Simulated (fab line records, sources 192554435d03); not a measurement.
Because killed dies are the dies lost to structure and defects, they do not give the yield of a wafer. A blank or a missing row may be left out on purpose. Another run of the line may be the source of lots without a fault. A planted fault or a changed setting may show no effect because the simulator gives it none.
Struck lot and sound lot, side by side | flow n5-finfet | 12 out of 1938 route steps
Sound: the wafers L451.2, L451.3, L451.4. Struck: wafer L454.2 (L454.1, L454.6, from the same lot, were not struck and are left out); the cause is given at the end.
Order at every step that has rows: each side's tool, ch and its chambers, its first start. Under that, the readings that differ: sound wafers | struck wafers | difference of the means | sigmas: that difference in standard deviations of wafers without a fault.
alike: readings whose means differ by less than 2 such deviations, and words and numbers that are the same on both sides. not compared: withheld readings, readings that some wafer has no value for, bounds like >300 that may hide the same value, and numbers for which the record gives no deviation and whose values overlap.
Wherever a step has rows on one side only, a row that says differs or no value, or a row with sigmas, the two part there. Numbers that have no deviation but don't overlap get no sigmas and don't part them. A reading missing from all wafers of one side parts the sides only when that side holds two or more wafers.

first, 9 steps without rows for these wafers: N5_MOL_CONTACT_COAG_DESCUM_13 (chemistry O2, time 7 s); N5_MOL_CONTACT_COAG_ETCH_59 (etches underlayer in N2/H2, target depth 13 nm, time 10.4 s); N5_MOL_CONTACT_COAG_ETCH_105 (etches SiARC in CF4, target depth 15.6 nm, time 26 s); N5_MOL_CONTACT_COAG_ETCH_106 (etches SOC in N2/H2, target depth 80 nm, overetch 16 nm, time 120 s); N5_MOL_CONTACT_COAG_STRIP_107 (strips in N2/H2); N5_MOL_CONTACT_COAG_STRIP_108 (strips in N2/H2); N5_MOL_CONTACT_COAG_CONTACT_ETCH_14 (etches SiO2 in C4F6/O2, target depth 27.5 nm, overetch 8.5 nm, time 20 s); N5_MOL_CONTACT_COAG_STRIP_109 (strips in C4F6/O2); N5_MOL_CONTACT_COAG_ETCH_15 (etches SiNx in CH3F/O2, stops on Si:P, target depth 7 nm).
N5_MOL_CONTACT_COAG_ETCH_110: etches Si in CF4/O2, target depth 2.5 nm, time 8 s.
  sound on rie-diel-02 ch 1,2,3, day 6 20:49; struck on rie-diel-02 ch 1, day 7 17:08
  reading                        | sound                | struck | difference | sigmas
  chamber-pressure-mTorr (mTorr) | 100.12 100.15 100.14 | 99.94  | -0.20      | -2
  oes_f_703_au (a.u.)            | 0.72 0.73 0.80       | 1.08   | +0.33      | +5
  oes-product-au (a.u.)          | 0.70 0.70 0.80       | 0.90   | +0.17      | +2
  rf-fwd-power-W (W)             | 197.6 198.5 197.0    | 245.3  | +47.6      | +54
  rf-vpp-V (V)                   | 122.3 127.8 126.4    | 113.1  | -12.4      | -5
  model.etch.depth-nm (nm)       | 2.436 2.464 2.536    | 3.059  | +0.580     |
  alike: drypump-motor-current-A, mfc-ar-sccm, showerhead-plenum-p-Torr, throttle-valve-pct
  not compared: rf-hours-counter-h
then, 1 step without rows for these wafers: N5_MOL_CONTACT_COAG_STRIP_98 (strips in N2/H2).
-- a jump in the record: the struck wafers' starts before and after are 4 days apart (it breaks off in module MOL_CONTACT_COAG and resumes in module BEOL_M4, where the first step shown is number 1111 of the route) --
N5_BEOL_M4_RC_MEAS_101:
  sound on prober-01 ch 0, day 10 21:52; struck on prober-01 ch 0, day 11 22:24
  alike: DIBL_N, DIBL_P, IOFF_N, IOFF_P, ION_N, ION_P, SS_N, SS_P, VT_N, VT_P

WHERE THEY PART
Only at N5_MOL_CONTACT_COAG_ETCH_110, as far as this record shows. Later steps at which nothing parts them and some readings are alike: N5_BEOL_M4_RC_MEAS_101.

WHY: whatever the simulator had introduced
rie-diel-02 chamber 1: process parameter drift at N5_MOL_CONTACT_COAG_ETCH_110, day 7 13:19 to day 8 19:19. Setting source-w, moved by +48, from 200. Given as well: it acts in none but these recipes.
